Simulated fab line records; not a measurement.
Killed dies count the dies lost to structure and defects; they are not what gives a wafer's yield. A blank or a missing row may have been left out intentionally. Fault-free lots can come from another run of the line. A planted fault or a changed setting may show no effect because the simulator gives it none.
Matching of chambers	flow nand harc	NHARC_A_BONDPAD_CMP_29 on cmp-04: 4 sister chambers
The step polishes SiCN, target thk 200 nm. 18 wafers are shown with their chamber, then 9 later ones without.

## WAFERS, EACH WITH ITS CHAMBER
wafer	chamber	motor current A (A)
L075.2	0	13.3
L075.4	2	11.0
L075.5	2	11.6
L079.1	2	11.1
L079.2	1	12.9
L079.4	0	12.9
L082.1	2	10.8
L082.2	0	14.1
L082.5	0	13.5
L083.1	3	12.0
L083.4	1	12.8
L083.5	0	13.0
L088.1	1	12.2
L088.4	0	13.5
L088.6	1	12.4
L092.2	1	12.7
L092.3	3	11.2
L092.5	3	11.5

SIGNATURES (averages over the wafers above)
reading	chamber 0	chamber 1	chamber 2	chamber 3	scatter within a chamber
motor current A	13.383	12.600	11.125	11.567	0.372
Rule: a wafer lies at a distance from a chamber equal to the root of the sum of squares, over the readings, of (its reading less the chamber's mean, divided by the reading's scatter). The wafer belongs to the nearest chamber; if the next one is less than 2 further off, it can't be placed. The scatter is the square root of a quotient: the sum, over the shown wafers, of each reading's squared deviation from its chamber's mean, divided by wafers minus chambers.

## WAFERS WITHOUT THEIR CHAMBER
wafer	motor current A (A)
L094.2	13.2
L094.3	13.2
L094.5	12.3
L095.1	13.3
L095.3	11.9
L095.6	10.5
L096.2	12.1
L096.5	11.6
L096.6	13.9

## EACH ONE'S CHAMBER
wafer	from the rows above	in truth
L094.2	can't be placed: 0 or 1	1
L094.3	can't be placed: 0 or 1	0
L094.5	can't be placed: 1 or 3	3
L095.1	can't be placed: 0 or 1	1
L095.3	can't be placed: 3 or 1 or 2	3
L095.6	can't be placed: 2 or 3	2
L096.2	can't be placed: 1 or 3 or 2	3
L096.5	can't be placed: 3 or 2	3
L096.6	0	0
Correct placement for 1 of the 9. Can't be placed from these rows: 8 (the true chamber is among the candidates in 8). 0 placed wrongly.
